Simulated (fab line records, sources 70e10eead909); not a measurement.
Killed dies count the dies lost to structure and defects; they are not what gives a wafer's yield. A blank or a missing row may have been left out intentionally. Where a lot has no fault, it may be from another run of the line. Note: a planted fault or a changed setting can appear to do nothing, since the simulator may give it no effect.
Chamber matching + flow nand-harc + NHARC_A_DECK1_JOINT_CMP_13 on cmp-01: 4 sister chambers
The step polishes, target thk 51.023 nm. 7 wafers are shown with their chamber, then 7 later ones without.

WAFERS WITH THEIR CHAMBER
| wafer  | chamber | motor-current-A (A) | time-to-endpoint-s (s) |
|--------|---------|---------------------|------------------------|
| L966.5 | 2       | 13.1                | 12.6                   |
| L974.1 | 3       | 11.9                | 8.8                    |
| L979.2 | 0       | 15.4                | 6.6                    |
| L979.4 | 1       | 11.9                | 11.3                   |
| L979.6 | 0       | 14.4                | 6.7                    |
| L981.2 | 3       | 11.4                | 7.5                    |
| L981.5 | 1       | 12.4                | 7.4                    |

WAFERS MISSING THEIR CHAMBER
| wafer  | motor-current-A (A) | time-to-endpoint-s (s) |
|--------|---------------------|------------------------|
| L981.6 | 14.0                | 11.7                   |
| L984.3 | 15.4                | 6.0                    |
| L984.5 | 14.9                | 6.2                    |
| L984.6 | 11.5                | 8.8                    |
| L986.2 | 11.4                | 9.8                    |
| L986.5 | 12.6                | 8.1                    |
| L986.6 | 14.0                | 11.8                   |

EACH ONE'S CHAMBER
| wafer  | from the rows above          | in truth |
|--------|------------------------------|----------|
| L981.6 | can't be placed: 2 or 0      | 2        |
| L984.3 | 0                            | 0        |
| L984.5 | 0                            | 0        |
| L984.6 | can't be placed: 3 or 1      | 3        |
| L986.2 | can't be placed: 3 or 1      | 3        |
| L986.5 | can't be placed: 1 or 3 or 2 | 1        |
| L986.6 | can't be placed: 2 or 0      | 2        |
Correct placement for 2 of the 7. These rows do not allow placing 5 (true chamber among the candidates in 5). Number placed wrongly: 0.
How it was worked out, from the rows above alone: a wafer's distance from a chamber is the root of the sum, over the readings, of the square of ((its reading less the chamber's mean) divided by the reading's scatter). The wafer belongs to the nearest chamber; if the next one is less than 2 further off, it can't be placed. Each chamber's mean is taken over the wafers shown for it. The scatter: the root of (the sum of the squares of (reading less its chamber's mean) over the shown wafers, divided by (wafers less chambers)).
